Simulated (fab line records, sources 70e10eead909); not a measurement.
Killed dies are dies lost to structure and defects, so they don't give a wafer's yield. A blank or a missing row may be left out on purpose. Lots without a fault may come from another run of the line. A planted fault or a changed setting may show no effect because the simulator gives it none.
Chamber matching | flow nand_harc | NHARC_A_DECK1_JOINT_CMP_02 on cmp-02: 4 sister chambers
The step polishes SiOx. 22 wafers are shown with their chamber, then 11 later ones without.

WAFERS WITH THEIR CHAMBER
wafer  | chamber | motor_current_A (A)
L075.2 | 1       | 12.1
L075.3 | 3       | 11.5
L075.6 | 0       | 14.0
L078.1 | 2       | 12.8
L078.4 | 3       | 11.0
L078.5 | 2       | 13.2
L079.1 | 1       | 12.6
L079.3 | 3       | 10.9
L079.6 | 2       | 13.2
L080.1 | 0       | 13.4
L080.2 | 2       | 13.0
L080.6 | 3       | 11.1
L083.3 | 0       | 13.3
L083.4 | 1       | 11.4
L083.5 | 1       | 11.5
L085.1 | 3       | 11.0
L085.4 | 2       | 12.7
L085.6 | 1       | 11.7
L090.1 | 0       | 13.9
L090.5 | 2       | 13.0
L090.6 | 1       | 11.2
L091.1 | 0       | 14.1

SIGNATURES (means of the wafers above)
reading         | chamber 0 | chamber 1 | chamber 2 | chamber 3 | scatter within a chamber
motor_current_A | 13.740    | 11.750    | 12.983    | 11.100    | 0.357
Rule: a wafer's distance from a chamber is the root of the sum, over the readings, of the square of ((its reading less the chamber's mean) divided by the reading's scatter). The wafer belongs to the nearest chamber; if the next one is less than 2 further off, it can't be placed. The scatter: the root of (the sum of the squares of (reading less its chamber's mean) over the shown wafers, divided by (wafers less chambers)).

WAFERS WITHOUT THEIR CHAMBER
wafer  | motor_current_A (A)
L091.3 | 13.2
L091.4 | 12.4
L094.3 | 12.3
L094.5 | 12.4
L094.6 | 12.4
L096.4 | 12.9
L096.5 | 12.3
L096.6 | 12.8
L097.1 | 11.1
L097.4 | 12.5
L097.6 | 13.2

WHICH CHAMBER EACH WENT THROUGH
wafer  | from the rows above          | in truth
L091.3 | can't be placed: 2 or 0      | 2
L091.4 | can't be placed: 2 or 1      | 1
L094.3 | can't be placed: 1 or 2 or 3 | 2
L094.5 | can't be placed: 2 or 1      | 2
L094.6 | can't be placed: 2 or 1      | 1
L096.4 | 2                            | 2
L096.5 | can't be placed: 1 or 2 or 3 | 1
L096.6 | 2                            | 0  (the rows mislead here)
L097.1 | can't be placed: 3 or 1      | 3
L097.4 | can't be placed: 2 or 1      | 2
L097.6 | can't be placed: 2 or 0      | 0
Placed correctly: 1 of 11. Can't be placed from these rows: 9 (the true chamber is among the candidates in 9). Placed wrongly: 1.
